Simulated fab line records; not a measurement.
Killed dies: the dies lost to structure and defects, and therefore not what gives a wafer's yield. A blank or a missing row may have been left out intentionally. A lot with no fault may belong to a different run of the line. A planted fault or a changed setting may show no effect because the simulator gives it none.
A lot that was struck, set against a sound lot :: flow nand-harc :: 42 steps out of a route of 1159
Sound: the wafers L858.3, L858.4, L858.6. Struck: wafers L861.2, L861.6 (left out: L861.4, a lot-mate that was not struck); the cause follows at the end.
Each step with rows lists, per side, the tool, then ch with its chambers, then its first start. Under that, the readings that differ: sound wafers :: struck wafers :: difference of the means :: sigmas: that difference in standard deviations of wafers without a fault.
alike: same words and numbers on both sides, and readings whose means sit less than 2 such deviations apart. not compared: any withheld reading, any reading some wafer has no value for, any bound like >300 that may hide the same value, and any number with overlapping values for which the record gives no deviation.
A row with sigmas, a row that says differs or no value, or rows on one side alone: a step with any of these is where the two part. Numbers that have no deviation but don't overlap get no sigmas and don't part them. A reading missing from all wafers of one side parts the sides only when that side holds two or more wafers.

first, 4 steps without rows for these wafers: NHARC_A_SGD_CUT_SRD_19; NHARC_A_SGD_CUT_DEP_20 (deposits SiO2, target thk 150 nm); NHARC_A_SGD_CUT_ANNEAL_27 (time 1800 s); NHARC_A_SGD_CUT_CMP_21 (polishes, target thk 148.19 nm).
NHARC_A_SGD_CUT_THK_MEAS_22: measures by ellipsometry.
  struck on film-metro-02, day 15 07:35; sound on film-metro-01, day 14 21:38
reading: thk-nm (nm)
sound: 144.9 146.9 144.1
struck: 149.5 149.4
difference: +4.1
sigmas: +3
then, 2 steps without rows for these wafers: NHARC_A_SGD_CUT_SRD_23; NHARC_A_SGD_CUT_ETCH_26 (etches SiO2 in dHF, target depth 45.8 nm).
NHARC_A_SGD_CUT_ETCHBACK_24: etches the open film in CH3F/O2, target depth 50 nm, time 92.857 s.
  sound on rie-diel-13 ch 0,2,3, day 14 22:01; struck on rie-diel-13 ch 3, day 15 07:49
  alike: bias-w, chamber-pressure-mTorr, drypump-motor-current-A, oes-product-au, rf-vpp-V, showerhead-plenum-p-Torr, throttle-valve-pct
  not compared: rf-hours-counter-h
then, 1 step without rows for these wafers: NHARC_A_SGD_CUT_STRIP_28 (strips in O2, time 20 s).
NHARC_A_SGD_CUT_INSPECT_25:
  struck on defect-inspect-02, day 15 08:03; sound on defect-inspect-01, day 14 22:17
  alike: raw-defect-count
then, 2 steps without rows for these wafers: NHARC_A_SLIT_DEP_25 (deposits SiO2, target thk 200 nm); NHARC_A_SLIT_DEP_00 (deposits aC, target thk 3200 nm).
NHARC_A_SLIT_DEP_23: deposits SiON, target thk 100 nm.
  sound on pecvd-04 ch 0,2, day 15 01:22; struck on pecvd-03 ch 0,1, day 15 12:18
  alike: heater-power-w
  not compared: since-wet-clean-h
then, 8 steps without rows for these wafers: NHARC_A_SLIT_DEHYDRATE_01 (time 120 s); NHARC_A_SLIT_HMDS_02 (time 30 s); NHARC_A_SLIT_COAT_03 (resist thk 90 nm); NHARC_A_SLIT_SOFTBAKE_04 (time 55 s); NHARC_A_SLIT_EBR_05; NHARC_A_SLIT_EXPOSE_06 (exposes mask SLIT); NHARC_A_SLIT_PEB_07 (peb time 65 s); NHARC_A_SLIT_DEVELOP_08 (develop time 35 s).
NHARC_A_SLIT_CD_MEAS_09 targets a cd of 300 nm.
  sound on cd-sem-01 ch 0, day 15 02:02; struck on cd-sem-02 ch 0, day 15 12:56
  alike: cd-nm
NHARC_A_SLIT_OVL_MEAS_10:
  struck on overlay-01, day 15 13:02; sound on overlay-01, day 15 02:08
reading: overlay-x-nm (nm)
sound: 0.4 0.4 0.1
struck: -1.6 -2.0
difference: -2.1
sigmas: -3

reading: overlay-y-nm (nm)
sound: 0.9 0.6 0.9
struck: -1.3 -0.9
difference: -1.9
sigmas: -3
NHARC_A_SLIT_INSPECT_11:
  struck on defect-inspect-01, day 15 13:04; sound on defect-inspect-01, day 15 02:10
  alike: raw-defect-count
then, 3 steps without rows for these wafers: NHARC_A_SLIT_DESCUM_14 (chemistry O2, time 3 s); NHARC_A_SLIT_ETCH_24 (etches the open film in CF4/CHF3, target depth 121 nm, time 60.5 s); NHARC_A_SLIT_ETCH_15 (etches the open film in O2/COS, target depth 3200 nm, time 832 s).
NHARC_A_SLIT_ETCH_17: etches the open film in C4F8/O2/Ar, time 1687.5 s, target depth 10100 nm.
  sound on har-etch-01 ch 0,1, day 15 03:31; struck on har-etch-01 ch 0, day 15 16:20
  alike: chamber-pressure-mTorr, drypump-motor-current-A, showerhead-plenum-p-Torr, throttle-valve-pct
  not compared: rf-hours-counter-h
NHARC_A_SLIT_ETCH_26: etches the open film in C4F8/O2/Ar, time 90 s, target depth 400 nm.
  sound on har-etch-01 ch 0,1, day 15 04:35; struck on har-etch-01 ch 0, day 15 17:50
  alike: chamber-pressure-mTorr, drypump-motor-current-A, showerhead-plenum-p-Torr, throttle-valve-pct
  not compared: rf-hours-counter-h
then, 2 steps without rows for these wafers: NHARC_A_SLIT_STRIP_28 (strips in O2/COS); NHARC_A_SLIT_ETCH_29 (etches the open film in CF4/O2, target depth 100 nm, overetch 10 nm, time 55 s).
NHARC_A_SLIT_STRIP_18: strips in O2.
  sound on rie-diel-07 ch 0,1,3; struck on rie-diel-07 ch 1,3
  alike: chamber-pressure-mTorr, drypump-motor-current-A, oes-product-au, rf-vpp-V, showerhead-plenum-p-Torr, throttle-valve-pct
  not compared: rf-hours-counter-h
then, 2 steps without rows for these wafers: NHARC_A_SLIT_PRECLEAN_19 (cleans in SC1); NHARC_A_SLIT_SRD_20.
NHARC_A_SLIT_CD_MEAS_21:
  struck on cd-sem-01, day 15 18:59; sound on cd-sem-02, day 15 05:41
reading: cd-nm (nm)
sound: 289.4 288.4 289.1
struck: 290.2 290.9
difference: +1.6
sigmas: +2
then, 3 steps without rows for these wafers: NHARC_A_SIN_REMOVE_WET_00 (chemistry H3PO4, time 15300 s); NHARC_A_SIN_REMOVE_PRECLEAN_01 (cleans in SC1); NHARC_A_SIN_REMOVE_SRD_02.
NHARC_A_SIN_REMOVE_INSPECT_04:
  sound wafers here have rows in the record (defect-inspect-02, day 15 12:52); struck ones have none
then, 1 step without rows for these wafers: NHARC_A_WL_FILL_ALD_00 (deposits Al2O3, target thk 3 nm, pulse time 3 s, ald cycles 30).
NHARC_A_WL_FILL_RTA_01: time 5 s.
  the record has rows for the sound wafers here (rtp-anneal-01 ch 0, day 15 13:46) and none for the struck ones
-- jump in the record: it breaks off in module A_WL_FILL and resumes in module END (first step shown: number 1159 of the route), and 5 days separate the struck wafers' starts before and after --
NHARC_END_SORT_01:
  the record has rows for the struck wafers here (prober-02 ch 0, day 21 05:16) and none for the sound ones

== WHERE THEY PART ==
At NHARC_A_SGD_CUT_THK_MEAS_22 first; at NHARC_END_SORT_01 last (within this record only).

WHY: what the simulator had put in
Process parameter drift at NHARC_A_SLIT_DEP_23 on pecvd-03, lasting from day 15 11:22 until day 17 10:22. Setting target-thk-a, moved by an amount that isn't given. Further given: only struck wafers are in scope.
